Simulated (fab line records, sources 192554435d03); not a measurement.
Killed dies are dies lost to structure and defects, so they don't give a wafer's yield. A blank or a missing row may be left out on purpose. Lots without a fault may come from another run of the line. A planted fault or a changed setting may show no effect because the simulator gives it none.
fab line records | flow n5_finfet
record lots=10 wafers=30 last_day=19
route steps=1938 shown BEOL_M8@1335
lots that met no fault: from a run of the same line without faults
start_h: hours from the record's first day to the start of the lot's first wafer shown | wait_h: hours since the lot's step before | " the same as in the row above | L1.1+2: a row that stands for several wafers | - no value, or no start given | * or withheld: withheld | < > ~ a bound
route shown NAME@n: a module of which the file shows steps, and the number in the route of the first | usual: mean/standard deviation of fault-free wafers | same: alike in all rows | chamber/n: place in a boat | sites: the reading at each site | _std_site: their standard deviation | _edge_site: outer sites' mean less inner sites' | radius_mm: how far each site lies from the wafer's centre | mask NAME#n: copy n | behind: the tool/chamber that last shaped the wafer | hold: why the lot was held/for how many hours/how that ended | device: the transistor (n, p or np) that didn't switch | end of line: the same wafers' tests at the end of the route | a step without rows: its recipe alone | killed: dies lost to structure and defects at the first sort, not the wafer's yield | map: a wafer's dies, x killed, . not, _ none there
set.NAME: the setting as run; set.NAME@STEP: as run at that earlier step | model.NAME: the simulator's own value behind a step, which no gauge read
steps of the route over a sample of lots; a table a step, a row a wafer
services: from which hour (start_h, from the record's first day; less than 0 if before it) a tool's chamber was out of use, for how many hours, and why
## steps
# step N5_BEOL_M8_PECVD_70
# recipe material=SiO2 target_thk_a=200 temp_c=400 precursor=TEOS/O2 pressure_torr=5.5 rf_w=450 teos_flow_sccm=53.8 gas=O2 flow_sccm=3000 time_s=22.7
# usual heater_power_w=760/87 showerhead_plenum_p_Torr=8.76/0.087 throttle_valve_pct=22.4/1.2
# columns lot.wafer tool chamber start_h wait_h heater_power_w showerhead_plenum_p_Torr throttle_valve_pct
L890.2 pecvd-01 1 257.95 0.0 783 8.64 21.1
L890.3 " 0 " " 734 8.77 23.4
L890.4 " 2 " " 601 8.69 21.3
L893.3 pecvd-02 1 263.85 0.0 761 8.83 22.2
L893.4 " 2 " " 784 8.63 22.7
L893.5 " 1 " " 781 8.84 22.2
L895.3 pecvd-02 2 264.86 0.0 846 8.62 22.5
L895.4 " 1 " " 797 8.85 22.4
L895.6 " 2 " " 853 8.62 23.0
L891.1 pecvd-03 2 267.59 0.0 710 8.83 20.0
L891.4 " 1 " " 661 8.74 21.4
L891.5 " 2 " " 710 8.82 20.0
L897.2 pecvd-03 1 285.60 0.0 698 8.74 21.5
L897.3 " 0 " " 737 8.79 23.7
L897.5 " 2 " " 769 8.81 20.2
L899.1 pecvd-03 0 288.37 0.0 711 8.82 23.4
L899.2 " 1 " " 698 8.74 21.6
L899.6 " 1 " " 676 8.72 21.4
L905.1 pecvd-02 1 338.37 0.0 797 8.83 22.2
L905.3 " 2 " " 943 8.59 22.8
L905.4 " 2 " " 927 8.62 23.0
L907.3 pecvd-03 2 338.87 0.0 697 8.83 20.4
L907.4 " 0 " " 664 8.81 24.0
L907.5 " 1 " " 778 8.74 21.5
L909.3 pecvd-02 1 360.44 0.1 788 8.86 22.3
L909.5 " 2 " " 858 8.62 23.0
L909.6 " 1 " " 802 8.87 22.1
L912.1 pecvd-02 2 382.71 0.0 865 8.64 23.0
L912.2 " 1 " " 683 8.86 22.4
L912.4 " 1 " " 706 8.84 22.1
# step N5_BEOL_M8_CD_MEAS_28
# recipe target_cd_nm=40 landing_energy_ev=500 detector=se_inlens
# usual cd_nm=40.02/0.24
# columns lot.wafer tool chamber start_h wait_h cd_nm
L890.2 cd_sem-02 0 260.76 - 39.95
L890.3 " 0 " " 39.79
L890.4 " 0 " " 40.04
L893.3 cd_sem-01 0 266.47 - 39.62
L893.4 " 0 " " 40.22
L893.5 " 0 " " 39.79
L895.3 cd_sem-01 0 268.47 - 40.20
L895.4 " 0 " " 40.49
L895.6 " 0 " " 40.13
L891.1 cd_sem-03 0 272.93 - 39.67
L891.4 " 0 " " 40.04
L891.5 " 0 " " 40.11
L897.2 cd_sem-01 0 289.59 - 40.16
L897.3 " 0 " " 39.76
L897.5 " 0 " " 39.89
L899.1 cd_sem-01 0 291.86 - 39.72
L899.2 " 0 " " 40.04
L899.6 " 0 " " 40.15
L905.1 cd_sem-03 0 341.28 - 39.92
L905.3 " 0 " " 40.08
L905.4 " 0 " " 39.74
L907.3 cd_sem-03 0 342.62 - 39.79
L907.4 " 0 " " 40.31
L907.5 " 0 " " 39.36
L909.3 cd_sem-03 0 364.97 - 39.86
L909.5 " 0 " " 40.14
L909.6 " 0 " " 39.94
L912.1 cd_sem-02 0 387.07 - 40.01
L912.2 " 0 " " 40.15
L912.4 " 0 " " 40.32
# step N5_BEOL_M8_STRIP_36
# recipe chemistry=N2/H2 power_w=450 temp_c=40 pressure_mtorr=20 rf_frequency_hz=6e+07 overash_fraction=0.3 bias_power_w=7 h2_frac=0.5 n2_flow_sccm=200 h2_flow_sccm=200
# usual drypump_motor_current_A=5.8/0.54 oes_product_au=0.81/0.11 rf_vpp_V=59.2/1.5 showerhead_plenum_p_Torr=2.56/0.096 throttle_valve_pct=23.6/0.43
# columns lot.wafer tool chamber start_h wait_h drypump_motor_current_A oes_product_au rf_hours_counter_h rf_vpp_V showerhead_plenum_p_Torr throttle_valve_pct
L890.2 rie_diel-03 1 261.12 0.0 5.9 0.75 192 59.2 2.63 24.4
L890.3 " 2 " " 5.6 0.71 205 58.2 2.41 23.6
L890.4 " 1 " " 6.0 0.75 - 60.2 2.63 24.5
L893.3 rie_diel-06 1 266.83 0.0 5.2 0.67 224 59.2 2.61 23.4
L893.4 " 2 " " 6.2 0.67 245 58.2 2.61 24.0
L893.5 " 2 " " 6.1 0.67 - 58.6 2.61 24.0
L895.3 rie_diel-02 1 268.83 0.0 5.5 0.69 246 59.1 2.51 24.1
L895.4 " 3 " " 6.4 0.69 215 58.8 2.42 23.5
L895.6 " 1 " " 5.5 0.68 - 57.2 2.51 24.1
L891.1 rie_diel-03 2 273.74 0.0 5.6 0.70 211 57.0 2.40 23.6
L891.4 " 0 " " 4.9 0.87 35 60.5 2.49 23.2
L891.5 " 0 " " 4.9 0.87 - 62.3 2.48 23.2
L897.2 rie_diel-03 0 290.04 0.0 4.9 0.87 40 58.1 2.48 23.2
L897.3 " 1 " " 6.0 0.72 203 59.8 2.63 24.4
L897.5 " 3 " " 6.1 0.97 - 58.8 2.71 23.1
L899.1 rie_diel-03 3 292.22 0.0 6.1 0.99 7 60.4 2.71 23.1
L899.2 " 2 " " 5.6 0.70 218 59.1 2.40 23.6
L899.6 " 2 " " 5.6 0.69 - 60.3 2.40 23.7
L905.1 rie_diel-02 0 341.67 0.0 6.1 0.83 76 59.4 2.68 23.0
L905.3 " 1 " " 5.5 0.91 18 58.8 2.50 24.0
L905.4 " 2 " " 5.2 0.89 37 59.0 2.46 23.4
L907.3 rie_diel-03 3 343.24 0.0 6.2 0.92 25 59.4 2.70 23.1
L907.4 " 3 " " 6.1 0.92 - 58.3 2.70 23.1
L907.5 " 0 " " 4.8 0.84 - 57.5 2.48 23.2
L909.3 rie_diel-03 0 365.32 0.0 4.9 0.85 66 58.9 2.47 23.2
L909.5 " 0 " " 4.9 0.84 - 61.8 2.47 23.2
L909.6 " 3 " " 6.1 0.90 - 57.9 2.69 23.1
L912.1 rie_diel-06 3 387.77 0.0 6.8 0.87 43 59.7 2.59 23.5
L912.2 " 1 " " 5.2 0.91 12 59.5 2.59 23.3
L912.4 " 1 " " 5.2 0.92 - 60.6 2.59 23.3
# step N5_BEOL_M8_CMP_52
# recipe stop_on=SiCOH_lowk t_overpolish_s=6.9 down_force_psi=1 platen_rpm=50 clearing_platen_down_force_psi=1.5 clearing_platen_rpm=50 post_cmp_clean=cu_alkaline target_thk_nm=80 clearing_platen_pad_velocity_m_s=0.99484 pad_velocity_m_s=0.99484
# usual barrier_field_endpoint_s=28.9/0.78 motor_current_A=6.2/0.71 overpolish_run_s=6.900/0.0084
# columns lot.wafer tool chamber start_h wait_h barrier_field_endpoint_s motor_current_A overpolish_run_s
L890.4 cmp-03 1 263.16 0.1 30.0 5.6 6.907
L890.2 " 2 " " 29.0 5.9 6.896
L890.3 " 3 " " 29.2 5.8 6.911
L893.4 cmp-02 3 269.26 0.1 28.9 6.7 6.903
L893.3 " 2 " " 28.7 6.2 6.914
L893.5 " 3 " " 29.6 7.0 6.896
L895.4 cmp-02 2 271.42 0.1 29.3 6.3 6.897
L895.3 " 1 " " 29.2 6.2 6.889
L895.6 " 2 " " 29.7 6.7 6.899
L891.1 cmp-03 1 276.45 0.3 29.5 5.6 6.908
L891.4 " 2 " " 29.0 6.2 6.901
L891.5 " 0 " " 29.9 5.9 6.904
L897.2 cmp-02 0 292.20 0.3 29.7 7.1 6.887
L897.3 " 1 " " 27.7 6.0 6.904
L897.5 " 3 " " 29.6 7.1 6.910
L899.2 cmp-04 0 294.60 0.2 29.8 5.6 6.892
L899.1 " 2 " " 28.7 6.6 6.897
L899.6 " 0 " " 29.7 5.6 6.896
L905.4 cmp-02 1 344.15 0.1 28.8 6.2 6.901
L905.3 " 2 " " 28.9 6.3 6.905
L905.1 " 3 " " 28.4 6.8 6.906
L907.4 cmp-04 3 345.91 0.2 42.7 7.0 4.137
L907.3 " 1 " " 28.6 5.3 6.912
L907.5 " 3 " " 29.2 6.9 6.896
L909.3 cmp-02 1 367.59 0.2 28.7 6.0 6.899
L909.5 " 3 " " 29.3 6.3 6.894
L909.6 " 0 " " 28.1 7.5 6.899
L912.2 cmp-02 3 390.37 0.2 27.9 6.7 6.877
L912.1 " 0 " " 28.3 7.2 6.905
L912.4 " 1 " " 28.3 6.1 6.905
# step N5_BEOL_M8_INSPECT_58
# recipe inspect_instrument=darkfield mode=post_dep
# usual raw_defect_count=76/26
# columns lot.wafer tool chamber start_h wait_h raw_defect_count
L890.2 defect_inspect-01 - 263.61 0.0 80
L890.3 " - " " 76
L890.4 " - " " 94
L893.3 defect_inspect-01 - 269.72 0.0 75
L893.4 " - " " 36
L893.5 " - " " 35
L895.3 defect_inspect-02 - 271.87 0.0 78
L895.4 " - " " 110
L895.6 " - " " 92
L891.1 defect_inspect-01 - 276.86 0.0 51
L891.4 " - " " 37
L891.5 " - " " 51
L897.2 defect_inspect-02 - 292.61 0.0 44
L897.3 " - " " 37
L897.5 " - " " 39
L899.1 defect_inspect-02 - 295.08 0.0 53
L899.2 " - " " 75
L899.6 " - " " 49
L905.1 defect_inspect-01 - 344.76 0.0 78
L905.3 " - " " 91
L905.4 " - " " 40
L907.3 defect_inspect-02 - 346.33 0.0 68
L907.4 " - " " 71
L907.5 " - " " 102
L909.3 defect_inspect-02 - 367.97 0.0 116
L909.5 " - " " 68
L909.6 " - " " 100
L912.1 defect_inspect-02 - 390.82 0.0 103
L912.2 " - " " 78
L912.4 " - " " 67
## services
# columns tool chamber start_h hours kind
rie_diel-06 - 234.94 0.5 repair
pecvd-01 - 236.93 14.6 pm
pecvd-02 0 241.45 3.9 repair
pecvd-03 0 244.60 - calibration
rie_diel-03 3 245.80 5.4 repair
rie_diel-03 3 251.28 - clean
rie_diel-03 3 251.28 - consumable_replace:focus_ring
rie_diel-03 3 251.28 - consumable_replace:showerhead
rie_diel-03 3 251.28 21.2 scheduled_down
rie_diel-03 3 251.28 21.2 vent_cycle
pecvd-01 - 266.95 2.8 pm
cmp-03 - 270.53 4.2 repair
pecvd-01 1 278.52 4.2 repair
pecvd-01 2 284.94 19.7 repair
cmp-02 - 301.97 3.8 pm
cmp-03 - 306.56 5.8 pm
pecvd-02 1 314.06 5.5 scheduled_down
rie_diel-02 - 336.28 0.6 repair
cmp-03 - 338.77 7.0 repair
pecvd-02 0 355.07 39.7 repair
cmp-03 - 355.51 4.0 pm
pecvd-02 1 366.88 2.1 scheduled_down
rie_diel-06 - 367.66 0.3 repair
cmp-04 - 387.88 4.0 repair
## key
first_sign step=N5_BEOL_M8_CMP_52 reading=overpolish_run_s direction=down sigmas=99+ usual=6.900 struck=4.137
effect step=N5_BEOL_M8_CMP_52 reading=barrier_field_endpoint_s direction=up sigmas=18 usual=28.9 struck=42.7
met_at N5_BEOL_M8_PECVD_70
struck_lots L907
struck_wafers L907.4
not_acting_at N5_BEOL_M8_CD_MEAS_28,N5_BEOL_M8_STRIP_36,N5_BEOL_M8_INSPECT_58
onset_between 288.37 338.87
fault kind=process_parameter_drift tool=pecvd-03 chamber=0 onset_h=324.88 steps=N5_BEOL_M8_PECVD_70 channel=time_s offset=* shape=step end_h=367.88 acts_in=* stated=*
